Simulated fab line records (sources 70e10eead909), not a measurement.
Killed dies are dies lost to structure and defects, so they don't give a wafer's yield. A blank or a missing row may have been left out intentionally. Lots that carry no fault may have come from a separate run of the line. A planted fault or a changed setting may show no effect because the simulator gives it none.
The same fault as seen by 3 desks	flow nand-harc	every desk sees just its own numbers, and what lay behind them comes last

## THE METROLOGY DESK
Means of the sampled wafers that have a number, per lot and without regard to the tool the lot ran on: this is what the gauges read. Marked OUT: a lot whose mean sits more than 4 standard deviations from the usual mean, which makes it out of limits; the brackets give that distance.
Columns: A = cd-nm at NHARC_A_M0_CD_MEAS_09, usual 79.7 nm; B = overlay-x-nm at NHARC_A_M0_OVL_MEAS_10, usual -0.1 nm; C = overlay-y-nm at NHARC_A_M0_OVL_MEAS_10, usual -0.3 nm; D = cd-nm at NHARC_A_M0_CD_MEAS_16, usual 79.5 nm
lot	first seen here	A	B	C	D
L406	day 27 07:52	79.8	1.1	-0.3	79.9
L409	day 27 09:32	79.8	-0.6	0.8	79.5
L408	day 27 11:31	80.5	-1.4	-0.1	80.6
L418	day 31 09:13	80.3	-1.1	-0.9	79.8
L421	day 32 05:58	79.8	1.4	0.7	79.8
Result from this desk: across the 5 lots, nothing is out of limits.

## DESK OF THE TOOL OWNER: litho-track-01
The tool's own readings at NHARC_A_M0_PEB_07 (peb time 65 s): means of the sampled wafers that have a number, for each lot that ran on this tool. Marked OUT: a lot whose mean sits more than 4 standard deviations from the usual mean, which makes it out of limits; the brackets give that distance.
Columns: A = chill-plate-temp-C at NHARC_A_M0_PEB_07, usual 23.01 C
lot	first seen here	A
L409	day 27 09:27	23.12
L418	day 31 09:08	23.01
Result from this desk: across the 2 lots, nothing is out of limits.

## THE DEFECT DESK
Per lot, the means of the sampled wafers with a number show what the inspections along the route counted. Marked OUT: a lot whose mean sits more than 4 standard deviations from the usual mean, which makes it out of limits; the brackets give that distance.
Columns: A = raw-defect-count at NHARC_A_BLC_INSPECT_28, usual 515; B = raw-defect-count at NHARC_A_M0_INSPECT_11, usual 89
lot	first seen here	A	B
L406	day 27 06:56	572	75
L409	day 27 08:45	688	70
L408	day 27 10:28	398	85
L418	day 31 08:19	425	83
L421	day 32 05:04	552	84
Result from this desk: across the 5 lots, nothing is out of limits.

## ALL TOGETHER
From the metrology desk's view, nothing was out of limits.
The desk of the tool owner found nothing out of limits.
No out-of-limits result turned up at the defect desk.

## WHAT THE SIMULATOR PUT IN
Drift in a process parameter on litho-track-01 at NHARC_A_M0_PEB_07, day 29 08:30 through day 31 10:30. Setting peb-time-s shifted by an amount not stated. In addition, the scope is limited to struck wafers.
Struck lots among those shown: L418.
